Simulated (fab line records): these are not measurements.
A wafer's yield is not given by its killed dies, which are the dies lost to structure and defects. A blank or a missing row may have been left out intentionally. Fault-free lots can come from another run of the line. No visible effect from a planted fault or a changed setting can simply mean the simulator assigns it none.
What tool caused it? + flow n5_finfet + 14 wafers from 6 lots sampled at 2 of the route's 1938 steps

== WHAT EACH GAUGE READ, for each wafer ==
N5_PASSIVATION_OVL_MEAS_63.
| lot  | measured     | on         | PAD_OVL (nm) |
|------|--------------|------------|--------------|
| L306 | day 12 13:45 | overlay-02 | -8 0         |
| L308 | day 13 07:20 | overlay-02 | 12 13        |
| L310 | day 13 23:08 | overlay-02 | 7 15         |
| L311 | day 13 22:58 | overlay-02 | 0 4 0        |
| L320 | day 16 03:24 | overlay-02 | 6 1 11       |
| L322 | day 16 14:10 | overlay-01 | 9 8          |

== WHICH TOOL RAN EACH LOT (tool, then ch and the chambers of the sampled wafers, then the start) ==
| lot  | N5_BEOL_M2_PRE_CLEAN_45      |
|------|------------------------------|
| L306 | pvd_sputter-02, day 7 04:59  |
| L308 | pvd_sputter-01, day 7 21:06  |
| L310 | pvd_sputter-01, day 8 16:04  |
| L311 | pvd_sputter-02, day 8 16:40  |
| L320 | pvd_sputter-01, day 10 13:56 |
| L322 | pvd_sputter-03, day 11 02:26 |
- N5_BEOL_M2_PRE_CLEAN_45: time 30 s.

== THE ANSWER, worked out from the rows above alone ==
Rule: what is usual is taken from the lots themselves. Put in order of their means at a reading, lots are off if they are a third of the lots or fewer, leave a main group of 4 or more, and stand apart from it by a gap of 3 or more times the standard deviation of the main group's means; of several such gaps the widest counts. If all means in a main group match to the digits the tables above print for the reading, that group is not used. A lot without any number at a reading at which 4 lots or more have one is off too. Any other lot the step has rows for is counted as sound.
No lot is off at any reading shown: from this, nothing can be told.

== WHAT THE SIMULATOR HAD PUT IN ==
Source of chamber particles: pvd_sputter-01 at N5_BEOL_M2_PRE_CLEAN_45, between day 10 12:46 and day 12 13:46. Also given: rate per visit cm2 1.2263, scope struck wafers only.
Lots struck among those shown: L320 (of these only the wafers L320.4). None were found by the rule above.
